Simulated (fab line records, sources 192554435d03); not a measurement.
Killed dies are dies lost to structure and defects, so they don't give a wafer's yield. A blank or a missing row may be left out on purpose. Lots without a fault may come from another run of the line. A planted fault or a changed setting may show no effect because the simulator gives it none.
Which tool did it? | flow n5_finfet | 12 lots, 36 wafers sampled, at 6 steps of a route of 1938

WHAT THE GAUGES READ, wafer by wafer
N5_BEOL_M10_OVL_MEAS_12.
lot  | measured     | on         | M10_OVL (nm)
L075 | day 10 02:15 | overlay-01 | 0.1 0.5 1.0
L078 | day 10 08:05 | overlay-01 | -0.4 -0.6 -0.5
L079 | day 11 06:38 | overlay-01 | -0.5 -0.3 0.0
L083 | day 12 06:18 | overlay-02 | -0.4 0.0 -0.8
L084 | day 12 06:30 | overlay-02 | 0.9 0.4 0.3
L085 | day 12 12:11 | overlay-02 | 0.3 -1.5 0.0
L086 | day 12 13:12 | overlay-01 | 0.8 0.7 0.8
L090 | day 13 22:17 | overlay-02 | -1.4 -1.8 -0.2
L092 | day 14 11:34 | overlay-02 | 0.7 0.4 -0.4
L093 | day 14 17:59 | overlay-02 | -0.9 -0.8 -0.1
L094 | day 15 07:55 | overlay-02 | 0.5 -0.1 -0.1
L096 | day 16 09:41 | overlay-01 | 1.6 -0.1 1.6

WHICH TOOL RAN EACH LOT (tool, then ch and the chambers of the sampled wafers, then the start)
lot  | N5_BEOL_M9_HM_OPEN_17             | N5_BEOL_M9_STRIP_19                | N5_BEOL_M9_VIA_ETCH_34             | N5_BEOL_M9_SURFACE_TREAT_79  | N5_BEOL_M9_ANNEAL_51
L075 | rie_metal-02 ch 0,1, day 9 20:14  | rie_diel-04 ch 1,2, day 9 20:21    | rie_diel-01 ch 0,1, day 9 21:22    | pvd_sputter-03, day 9 23:06  | rtp_anneal-02 ch 0, day 9 23:32
L078 | rie_metal-01 ch 0,1, day 9 23:41  | rie_diel-01 ch 0,1,3, day 9 23:49  | rie_diel-03 ch 2,3, day 10 01:38   | pvd_sputter-03, day 10 03:25 | rtp_anneal-02 ch 0, day 10 04:23
L079 | rie_metal-03 ch 0,1, day 10 15:44 | rie_diel-03 ch 1,2,3, day 10 15:53 | rie_diel-03 ch 1,3, day 10 20:28   | pvd_sputter-03, day 11 00:20 | rtp_anneal-02 ch 0, day 11 02:44
L083 | rie_metal-01 ch 0,1, day 11 22:53 | rie_diel-01 ch 0,1, day 11 23:00   | rie_diel-01 ch 0,1, day 11 23:40   | pvd_sputter-01, day 12 01:22 | rtp_anneal-01 ch 0, day 12 02:28
L084 | rie_metal-01 ch 1, day 12 00:41   | rie_diel-04 ch 0,1, day 12 00:49   | rie_diel-01 ch 0,1, day 12 01:44   | pvd_sputter-03, day 12 03:05 | rtp_anneal-01 ch 0, day 12 03:36
L085 | rie_metal-01 ch 0,1, day 12 03:22 | rie_diel-04 ch 0,3, day 12 03:28   | rie_diel-01 ch 2,3, day 12 05:19   | pvd_sputter-03, day 12 07:18 | rtp_anneal-02 ch 0, day 12 07:56
L086 | rie_metal-03 ch 0,1, day 12 07:09 | rie_diel-03 ch 0,2,3, day 12 07:16 | rie_diel-04 ch 0,1,3, day 12 07:56 | pvd_sputter-01, day 12 09:14 | rtp_anneal-02 ch 0, day 12 11:09
L090 | rie_metal-03 ch 0,1, day 13 15:28 | rie_diel-01 ch 2,3, day 13 15:34   | rie_diel-04 ch 2,3, day 13 16:41   | pvd_sputter-03, day 13 18:22 | rtp_anneal-01 ch 0, day 13 19:18
L092 | rie_metal-03 ch 0,1, day 14 00:11 | rie_diel-01 ch 2,3, day 14 00:22   | rie_diel-03 ch 0,1,2, day 14 03:53 | pvd_sputter-02, day 14 06:31 | rtp_anneal-01 ch 0, day 14 07:11
L093 | rie_metal-01 ch 0,1, day 14 11:03 | rie_diel-01 ch 0,3, day 14 11:10   | rie_diel-04 ch 1,3, day 14 13:38   | pvd_sputter-02, day 14 15:08 | rtp_anneal-01 ch 0, day 14 15:37
L094 | rie_metal-01 ch 0,1, day 14 22:37 | rie_diel-04 ch 0,2,3, day 14 22:43 | rie_diel-01 ch 0,1,3, day 15 00:49 | pvd_sputter-02, day 15 02:14 | rtp_anneal-02 ch 0, day 15 03:28
L096 | rie_metal-02 ch 0,1, day 16 03:01 | rie_diel-03 ch 0,2,3, day 16 03:05 | rie_diel-03 ch 0,2,3, day 16 04:29 | pvd_sputter-03, day 16 05:58 | rtp_anneal-02 ch 0, day 16 06:53
- N5_BEOL_M9_HM_OPEN_17: chemistry Cl2/BCl3, target TiN, target depth 20 nm, overetch 6 nm.
- N5_BEOL_M9_STRIP_19: strips in O2.
- N5_BEOL_M9_VIA_ETCH_34: etches SiCOH lowk in C4F6/O2, target depth 182.4 nm, time 68.4 s.
- N5_BEOL_M9_SURFACE_TREAT_79
- N5_BEOL_M9_ANNEAL_51: time 90 s.

THE ANSWER, worked out from the rows above alone
Rule: what is usual is taken from the lots themselves. Put in order of their means at a reading, lots are off if they are a third of the lots or fewer, leave a main group of 4 or more, and stand apart from it by a gap of 3 or more times the standard deviation of the main group's means; of several such gaps the widest counts. A main group whose means are all the same, to the digits that the tables above print for the reading, isn't used. A lot without any number at a reading at which 4 lots or more have one is off too. The other lots that the step has rows for count as sound.
No lot is off at any reading shown: from this, nothing can be told.

WHAT THE SIMULATOR HAD PUT IN
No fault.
